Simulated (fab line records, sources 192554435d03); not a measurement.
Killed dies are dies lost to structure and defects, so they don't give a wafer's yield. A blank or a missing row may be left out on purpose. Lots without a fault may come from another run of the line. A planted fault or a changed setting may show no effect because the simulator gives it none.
A struck lot beside a sound one | flow n5_finfet | 30 steps out of a route of 1938
Sound: wafers L340.1, L340.3, L340.4. Struck: wafers L342.3, L342.4, L342.5. The cause comes at the end.
At each step with rows: each side's tool, then ch and its chambers, then its first start. Under that, the readings that differ: sound wafers | struck wafers | difference of the means | sigmas: that difference in standard deviations of wafers without a fault.
alike: readings whose means differ by less than 2 such deviations, and words and numbers that are the same on both sides. not compared: withheld readings, readings that some wafer has no value for, bounds like >300 that may hide the same value, and numbers for which the record gives no deviation and whose values overlap.
The two part at a step that has a row with sigmas, a row that says differs or no value, or rows on one side only. Numbers that don't overlap but have no deviation are shown without sigmas and don't part them. A reading that every wafer of one side lacks parts them only if that side has two wafers or more.

first, 9 steps without rows for these wafers: N5_BEOL_M3_DESCUM_16 (chemistry O2, time 7 s); N5_BEOL_M3_ETCH_74 (etches underlayer in N2/H2, target depth 6.5 nm, time 5.2 s); N5_BEOL_M3_ETCH_63 (etches SiARC in CF4, target depth 15.6 nm, time 26 s); N5_BEOL_M3_ETCH_64 (etches SOC in N2/H2, target depth 75 nm, overetch 15 nm, time 112.5 s); N5_BEOL_M3_STRIP_65 (strips in N2/H2); N5_BEOL_M3_STRIP_75 (strips in N2/H2); N5_BEOL_M3_STRIP_66 (strips in CF4); N5_BEOL_M3_HM_OPEN_17 (chemistry Cl2/BCl3, target TiN, target depth 20 nm, overetch 6 nm); N5_BEOL_M3_STRIP_19 (strips in O2).
N5_BEOL_M3_COAT_67: time 60 s, resist thk 60 nm.
  sound on litho_track-02 ch 0, day 7 15:05; struck on litho_track-02 ch 0, day 7 19:13
  reading                                  | sound                | struck               | difference | sigmas
  spin_speed_rpm (rpm)                     | 1500.3 1500.9 1499.6 | 1377.8 1378.3 1377.9 | -122.3     | -99 or more
  model.SOC_of_BEOL_M3_COAT_67.thk_nm (nm) | 60 60 60             | 63 62.6 62.8         | +3         |
  alike: plate_temp_C
then, 13 steps without rows for these wafers: N5_BEOL_M3_COAT_68 (time 60 s, resist thk 12 nm); N5_BEOL_M3_COAT_76 (time 60 s, resist thk 5 nm); N5_BEOL_M3_COAT_22 (resist thk 30 nm); N5_BEOL_M3_EBR_24; N5_BEOL_M3_SOFTBAKE_23 (time 60 s); N5_BEOL_M3_EXPOSE_25 (exposes mask V2, defocus 5 nm); N5_BEOL_M3_PEB_26 (peb time 60 s); N5_BEOL_M3_DEVELOP_27 (develop time 30 s); N5_BEOL_M3_DESCUM_33 (chemistry O2, time 7 s); N5_BEOL_M3_ETCH_77 (etches underlayer in N2/H2, target depth 6.5 nm, time 5.2 s); N5_BEOL_M3_ETCH_69 (etches SiARC in CF4, target depth 15.6 nm, time 26 s); N5_BEOL_M3_ALD_98 (deposits SiO2, target thk 2.5 nm, pulse time 1 s, co reactant pulse time 1 s); N5_BEOL_M3_ETCHBACK_99 (etches SiO2 in CHF3, target depth 5 nm, time 10.4 s).
N5_BEOL_M3_ETCH_70: etches SOC in N2/H2, target depth 80 nm, overetch 16 nm, time 120 s.
  sound on rie_diel-02 ch 0,2,3, day 7 17:47; struck on rie_diel-06 ch 0,2,3, day 7 20:26
  reading                  | sound             | struck            | difference | sigmas
  model.etch.depth_nm (nm) | 60.04 59.92 60.08 | 62.96 62.67 62.83 | +2.81      |
  alike: drypump_motor_current_A, n2_flow_sccm, oes_product_au, rf_vpp_V, showerhead_plenum_p_Torr, throttle_valve_pct
  not compared: rf_hours_counter_h
then, 2 steps without rows for these wafers: N5_BEOL_M3_STRIP_71 (strips in N2/H2); N5_BEOL_M3_STRIP_78 (strips in N2/H2).
N5_BEOL_M3_VIA_ETCH_34: etches the open film in C4F6/O2, target depth 69.4 nm, time 65.9 s.
  sound on rie_diel-02 ch 0,2,3, day 7 17:53; struck on rie_diel-06 ch 0,2,3, day 7 20:32
  reading                                  | sound          | struck         | difference | sigmas
  oes_o_777_au (a.u.)                      | 0.89 0.80 0.99 | 0.79 0.69 0.76 | -0.15      | -2
  oes_product_au (a.u.)                    | 0.94 0.76 0.96 | 0.72 0.69 0.72 | -0.18      | -2
  model.SOC_of_BEOL_M3_COAT_67.thk_nm (nm) | 51.8 51.6 51.6 | 54.8 55 54.6   | +3.1       |
  alike: drypump_motor_current_A, rf_vpp_V, showerhead_plenum_p_Torr, throttle_valve_pct
  not compared: rf_hours_counter_h
then, 1 step without rows for these wafers: N5_BEOL_M3_STRIP_83 (strips in C4F6/O2).
N5_BEOL_M4_RC_MEAS_101:
  sound on prober-02 ch 0, day 8 09:39; struck on prober-01 ch 0, day 8 11:48
  alike: DIBL_N, DIBL_P, IOFF_N, IOFF_P, ION_N, ION_P, SS_N, SS_P, VT_N, VT_P
N5_PASSIVATION_PROBE_49:
  the record has rows for the sound wafers here (prober-01, day 12 18:40) and none for the struck ones

WHERE THEY PART
First at N5_BEOL_M3_COAT_67; last, within this record, at N5_PASSIVATION_PROBE_49.

WHY: what the simulator had put in
Process parameter drift: litho_track-02, from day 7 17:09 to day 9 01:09, at N5_BEOL_M3_COAT_67. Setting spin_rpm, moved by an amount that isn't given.
